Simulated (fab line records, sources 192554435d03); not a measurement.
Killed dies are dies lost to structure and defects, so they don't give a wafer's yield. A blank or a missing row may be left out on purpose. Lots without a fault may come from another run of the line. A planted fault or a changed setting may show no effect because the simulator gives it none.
A struck lot beside a sound one | flow n5_finfet | 37 steps out of a route of 1938
Sound: wafers L449.2, L449.3, L449.6. Struck: wafers L457.2, L457.4, L457.6. The cause comes at the end.
At each step with rows: each side's tool, then ch and its chambers, then its first start. Under that, the readings that differ: sound wafers | struck wafers | difference of the means | sigmas: that difference in standard deviations of wafers without a fault.
alike: readings whose means differ by less than 2 such deviations, and words and numbers that are the same on both sides. not compared: withheld readings, readings that some wafer has no value for, bounds like >300 that may hide the same value, and numbers for which the record gives no deviation and whose values overlap.
The two part at a step that has a row with sigmas, a row that says differs or no value, or rows on one side only. Numbers that don't overlap but have no deviation are shown without sigmas and don't part them. A reading that every wafer of one side lacks parts them only if that side has two wafers or more.

first, 9 steps without rows for these wafers: N5_BEOL_M7_ALD_77 (deposits TaN, target thk 2 nm, pulse time 2 s, purge time 3 s); N5_BEOL_M7_SURFACE_TREAT_79; N5_BEOL_M7_CVD_78 (deposits Co from CCTBA/H2, target thk 2 nm, time 142.3 s); N5_BEOL_M7_SPUTTER_48 (material Cu, target thk 10 nm, time 1.667 s); N5_BEOL_M7_ECD_50 (material Cu, target thk 300 nm); N5_BEOL_M7_ANNEAL_51 (time 90 s); N5_BEOL_M7_CMP_52 (polishes, stops on SiCOH lowk, t overpolish 6.9 s, target thk 80 nm); N5_BEOL_M7_PRE_CLEAN_55 (time 15 s); N5_BEOL_M7_DEP_56 (deposits SiCN from 3MS/NH3, target thk 10 nm, time 17.5 s).
N5_BEOL_M8_ILD_DEP_00: deposits SiCOH lowk from DEMS/porogen, target thk 179.75 nm, time 33.4 s.
  sound on pecvd-01 ch 0,2, day 10 03:56; struck on pecvd-01 ch 0,1,2, day 12 20:13
  reading                                            | sound                | struck               | difference | sigmas
  susceptor_temp_C (C)                               | 300.26 300.09 299.87 | 285.10 285.10 285.10 | -14.97     | -83
  model.SiCOH_lowk_of_BEOL_M8_ILD_DEP_00.thk_nm (nm) | 178.2 179.8 181.8    | 194.2 199 202.6      | +18.7      |
  alike: heater_power_w, showerhead_plenum_p_Torr, throttle_valve_pct
then, 1 step without rows for these wafers: N5_BEOL_M8_CURE_74 (cures SiCOH lowk, time 240 s).
N5_BEOL_M8_THK_MEAS_01:
  sound on film_metro-02, day 10 04:32; struck on film_metro-01, day 12 20:47
  reading         | sound             | struck            | difference | sigmas
  M8_ILD_THK (nm) | 153.5 155.1 156.7 | 167.6 171.7 174.9 | +16.3      | +7
then, 23 steps without rows for these wafers: N5_BEOL_M8_PECVD_70 (deposits SiO2 from TEOS/O2, target thk 20 nm, time 22.7 s); N5_BEOL_M8_HM_DEP_02 (deposits TiN, target thk 20 nm); N5_BEOL_M8_COAT_59 (time 60 s, resist thk 100 nm); N5_BEOL_M8_COAT_60 (time 60 s, resist thk 35 nm); N5_BEOL_M8_COAT_05 (resist thk 90 nm); N5_BEOL_M8_EBR_07; N5_BEOL_M8_SOFTBAKE_06 (time 60 s); N5_BEOL_M8_EXPOSE_08 (exposes mask M8); N5_BEOL_M8_PEB_09 (peb time 60 s); N5_BEOL_M8_DEVELOP_10 (develop time 30 s); N5_BEOL_M8_DESCUM_16 (chemistry O2, time 7.9 s); N5_BEOL_M8_ETCH_61 (etches SiARC in CF4, target depth 45.5 nm, time 75.8 s); N5_BEOL_M8_ETCH_62 (etches SOC in N2/H2, target depth 110 nm, overetch 22 nm, time 165 s); N5_BEOL_M8_STRIP_68 (strips in N2/H2); N5_BEOL_M8_STRIP_67 (strips in CF4); N5_BEOL_M8_HM_OPEN_17 (chemistry Cl2/BCl3, target TiN, target depth 20 nm, overetch 6 nm); N5_BEOL_M8_STRIP_19 (strips in O2); N5_BEOL_M8_COAT_63 (time 60 s, resist thk 60 nm); N5_BEOL_M8_COAT_64 (time 60 s, resist thk 12 nm); N5_BEOL_M8_COAT_71 (time 60 s, resist thk 5 nm); N5_BEOL_M8_COAT_22 (resist thk 30 nm); N5_BEOL_M8_EBR_24; N5_BEOL_M8_SOFTBAKE_23 (time 60 s).
N5_BEOL_M8_CMP_52: polishes, stops on SiCOH lowk, t overpolish 6.9 s, target thk 80 nm.
  sound on cmp-01 ch 1,2, day 10 11:26; struck on cmp-03 ch 1,2, day 13 04:32
  reading                                            | sound           | struck          | difference | sigmas
  model.SiCOH_lowk_of_BEOL_M8_ILD_DEP_00.thk_nm (nm) | 150.6 152 153.8 | 164.6 168.8 172 | +16.3      |
  alike: motor_current_A, slurry_flow_ml_min
N5_PASSIVATION_PROBE_49:
  the record has rows for the sound wafers here (prober-01, day 13 05:29) and none for the struck ones

WHERE THEY PART
First at N5_BEOL_M8_ILD_DEP_00; last, within this record, at N5_PASSIVATION_PROBE_49.

WHY: what the simulator had put in
Process parameter drift: pecvd-01, from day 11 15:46 on, at N5_BEOL_M8_ILD_DEP_00. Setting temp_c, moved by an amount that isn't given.
